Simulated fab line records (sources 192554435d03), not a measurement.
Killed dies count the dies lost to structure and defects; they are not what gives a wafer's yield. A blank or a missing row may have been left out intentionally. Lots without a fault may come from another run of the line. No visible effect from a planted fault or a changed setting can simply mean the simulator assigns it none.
Split-lot study + flow n5Finfet + 21 wafers read across 7 lots, on a route 1938 steps long

== THE SPLIT ITSELF ==
At N5_BEOL_M0_SAQP_COAT_08 (resist thk 90 nm), the setting spinRpm was moved away from the recipe's 1500 rpm on 8 of the 21 wafers read, by -7.8% to +6.2%. For the rest of the wafers, this setting stayed at what the recipe calls for.

== FROM THE SPLIT TO THE READING: what the file shows between them, 2 steps ==
- N5_BEOL_M0_SAQP_EXPOSE_11: exposes mask M0 CORE, target cd 42 nm (also split here: doseMj)
- N5_BEOL_M0_SAQP_PEB_12: peb time 60 s

== THE READING ==
CAR-ArF_of_BEOL_M0_SAQP_COAT_08.thkNm (the simulator's own value, which no gauge read), in nm, at N5_BEOL_M0_SAQP_DEVELOP_13 (develop time 30 s). The file does not state a usual value for it. Here, 13 wafers ran the recipe; their average is 88.4 nm with a standard deviation of 0.33 nm.

| wafer  | tool, chamber at the split | spinRpm as run, rpm | against the recipe | CAR-ArF_of_BEOL_M0_SAQP_COAT_08.thkNm, nm | against lot-mates on the recipe |
|--------|----------------------------|---------------------|--------------------|-------------------------------------------|---------------------------------|
| L074.2 | lithoTrack-03, 0           | 1500                | recipe             | 88.4                                      | -                               |
| L074.3 | lithoTrack-03, 0           | 1500                | recipe             | 88.8                                      | -                               |
| L074.6 | lithoTrack-03, 0           | 1500                | recipe             | 88.8                                      | -                               |
| L076.1 | lithoTrack-04, 0           | 1593                | +6.2%              | 85.8                                      | -2.6                            |
| L076.6 | lithoTrack-04, 0           | 1593                | +6.2%              | 85.8                                      | -2.6                            |
| L076.4 | lithoTrack-04, 0           | 1500                | recipe             | 88.4                                      | -                               |
| L077.1 | lithoTrack-03, 0           | 1560                | +4.0%              | 87.4                                      | -1.8                            |
| L077.4 | lithoTrack-03, 0           | 1560                | +4.0%              | 87.4                                      | -1.8                            |
| L077.5 | lithoTrack-03, 0           | 1500                | recipe             | 89.2                                      | -                               |
| L081.1 | lithoTrack-05, 0           | 1569                | +4.6%              | 85.6                                      | -2.8                            |
| L081.3 | lithoTrack-05, 0           | 1569                | +4.6%              | 86                                        | -2.4                            |
| L081.5 | lithoTrack-05, 0           | 1500                | recipe             | 88.4                                      | -                               |
| L082.2 | lithoTrack-04, 0           | 1500                | recipe             | 88.2                                      | -                               |
| L082.4 | lithoTrack-04, 0           | 1383                | -7.8%              | 92.4                                      | +4.1                            |
| L082.5 | lithoTrack-04, 0           | 1500                | recipe             | 88.4                                      | -                               |
| L089.1 | lithoTrack-04, 0           | 1500                | recipe             | 88.2                                      | -                               |
| L089.2 | lithoTrack-04, 0           | 1500                | recipe             | 88                                        | -                               |
| L089.3 | lithoTrack-04, 0           | 1590                | +6.0%              | 85.4                                      | -2.7                            |
| L090.2 | lithoTrack-04, 0           | 1500                | recipe             | 88.2                                      | -                               |
| L090.3 | lithoTrack-04, 0           | 1500                | recipe             | 88.2                                      | -                               |
| L090.5 | lithoTrack-04, 0           | 1500                | recipe             | 88                                        | -                               |

FIT RESULTS
A straight line over all 21 wafers: CAR-ArF_of_BEOL_M0_SAQP_COAT_08.thkNm changes by -0.465 nm for each +1% of spinRpm; r = -0.96; the points scatter about the line by 0.44 nm.
The same after taking each lot's own level away (the mean of its wafers on the recipe; 21 wafers): -0.483 nm for each +1%; r = -0.99; scatter 0.23 nm.
Per that fit: largest spinRpm move, reading shift of 3.8 nm.
Across the lots, their own levels run from 88.10 to 89.20 nm, a range of 3.3 times the standard deviation given above.
Consequently the slope shifts little with the lot-to-lot level, the two slopes agreeing.
Check: with one of the wafers moved furthest among these (-7.8%) left out of the fit, the line predicts +3.58 nm for it against its lot-mates. It came out at +4.1 nm against them.

== THE OTHER SPLITS THESE WAFERS WENT THROUGH ==
Note: prior to the reading, these wafers also went through further splits. Each is held against what the fit with the lots' levels taken away leaves over:
| other split on the same wafers       | wafers away from the commonest value | r with CAR-ArF_of_BEOL_M0_SAQP_COAT_08.thkNm (lot level and that fit taken away) |
|--------------------------------------|--------------------------------------|----------------------------------------------------------------------------------|
| N5_MOL_CONTACT_COAG_EXPOSE_05 doseMj | 9                                    | +0.13                                                                            |
| N5_MOL_CONTACT_COAG_COAT_34 spinRpm  | 5                                    | +0.05                                                                            |
| N5_BEOL_M0_SAQP_EXPOSE_11 doseMj     | 8                                    | +0.03                                                                            |

== THE WHOLE CHAIN: every reading that the file lists as answering this split, in the file's order ==
| step                       | what it does      | reading                                                                                | change (the file's fit)               | r (the file's) |
|----------------------------|-------------------|----------------------------------------------------------------------------------------|---------------------------------------|----------------|
| N5_BEOL_M0_SAQP_COAT_08    | resist thk 90 nm  | CAR-ArF_of_BEOL_M0_SAQP_COAT_08.thkNm (the simulator's own value, which no gauge read) | -0.47 nm for each +1% of the setting  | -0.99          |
| N5_BEOL_M0_SAQP_DEVELOP_13 | develop time 30 s | CAR-ArF_of_BEOL_M0_SAQP_COAT_08.thkNm (the simulator's own value, which no gauge read) | -0.484 nm for each +1% of the setting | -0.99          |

== FILE'S OWN FIT ==
CAR-ArF_of_BEOL_M0_SAQP_COAT_08.thkNm changes by -0.484 nm for each +1% of spinRpm, r = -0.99.
